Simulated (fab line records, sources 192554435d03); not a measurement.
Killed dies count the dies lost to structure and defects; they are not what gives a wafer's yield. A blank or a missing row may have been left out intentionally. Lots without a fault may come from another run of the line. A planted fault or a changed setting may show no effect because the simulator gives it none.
Split-lot trial | flow n5_finfet | route with 1938 steps; 7 lots, 21 wafers read

ON THE SPLIT
At N5_BEOL_M7_VIA_ETCH_34 (etches SiCOH lowk in C4F6/O2, target depth 125.5 nm, time 50.5 s), the setting source_w was moved away from the recipe's 345 W on 4 of the 21 wafers read, by -15.7% to +11.7%. The other wafers ran this setting at the recipe's value.

The reading comes from the split's own step.

THE READING
etch.depth_nm (the simulator's own value, which no gauge read), in nm, at N5_BEOL_M7_VIA_ETCH_34 (etches SiCOH lowk in C4F6/O2, target depth 125.5 nm, time 50.5 s). There is no usual value for it anywhere in the file. Average 124.0 nm, standard deviation 1.1 nm, over the 17 wafers here run with the recipe.

wafer  | tool, chamber at the split | source_w as run, W | against the recipe | etch.depth_nm, nm | against lot-mates on the recipe
L076.1 | rie_diel-04, 2             | 345                | recipe             | 123.8             | -
L076.2 | rie_diel-04, 0             | 345                | recipe             | 125.1             | -
L076.3 | rie_diel-04, 1             | 345                | recipe             | 125.9             | -
L078.4 | rie_diel-01, 3             | 345                | recipe             | 122.6             | -
L078.5 | rie_diel-01, 0             | 345                | recipe             | 122.1             | -
L078.6 | rie_diel-01, 2             | 345                | recipe             | 123.5             | -
L082.3 | rie_diel-01, 1             | 345                | recipe             | 125.3             | -
L082.5 | rie_diel-01, 2             | 345                | recipe             | 124.9             | -
L082.6 | rie_diel-01, 3             | 345                | recipe             | 123.4             | -
L085.2 | rie_diel-04, 1             | 290.8              | -15.7%             | 116.4             | -7.5
L085.3 | rie_diel-04, 3             | 290.8              | -15.7%             | 117.3             | -6.6
L085.4 | rie_diel-04, 1             | 345                | recipe             | 123.9             | -
L086.2 | rie_diel-01, 1             | 385.2              | +11.7%             | 128.8             | +4.6
L086.5 | rie_diel-01, 3             | 345                | recipe             | 124.2             | -
L086.6 | rie_diel-01, 0             | 385.2              | +11.7%             | 128.6             | +4.4
L089.1 | rie_diel-01, 0             | 345                | recipe             | 122.1             | -
L089.2 | rie_diel-01, 1             | 345                | recipe             | 124               | -
L089.4 | rie_diel-01, 3             | 345                | recipe             | 122.6             | -
L091.1 | rie_diel-04, 2             | 345                | recipe             | 123.6             | -
L091.3 | rie_diel-04, 1,3           | 345                | recipe             | 125.2             | -
L091.4 | rie_diel-04, 1,3           | 345                | recipe             | 125.2             | -
When a row names more than one chamber, that row covers several wafers, and the file does not tell which wafer ran in which chamber.

FIT RESULTS
A straight line over all 21 wafers: etch.depth_nm changes by +0.436 nm for each +1% of source_w; r = +0.93; the points scatter about the line by 1.1 nm.
The same after taking each lot's own level away (the mean of its wafers on the recipe; 21 wafers): +0.426 nm for each +1%; r = +0.97; scatter 0.72 nm.
That fit puts the effect of the largest move of source_w on the reading at 6.7 nm.
The span of the lots' own levels, 122.73 to 124.93 nm, comes to 1.9 times the standard deviation stated above.
The two slopes agree, so the slope changes little with the lot-to-lot level.
Check: -6.36 nm against its lot-mates is what the line predicts for one of the wafers moved furthest among these (-15.7%) when that wafer is left out of the fit. Against them it came out at -7.5 nm.

THESE WAFERS: OTHER SPLITS
Before the reading, these wafers also passed through other splits. Each is held against what the fit with the lots' levels taken away leaves over:
other split on the same wafers | wafers away from the commonest value | r with etch.depth_nm (lot level and that fit taken away)
N5_BEOL_M5_ILD_DEP_00 time_s   | 7                                    | -0.11
N5_BEOL_M5_COAT_71 spin_rpm    | 9                                    | +0.34
N5_BEOL_M6_ETCH_62 time_s      | 8                                    | +0.11
N5_BEOL_M6_COAT_22 spin_rpm    | 10                                   | -0.11

THE FILE'S OWN FIT
etch.depth_nm changes by +0.429 nm for each +1% of source_w, r = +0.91.
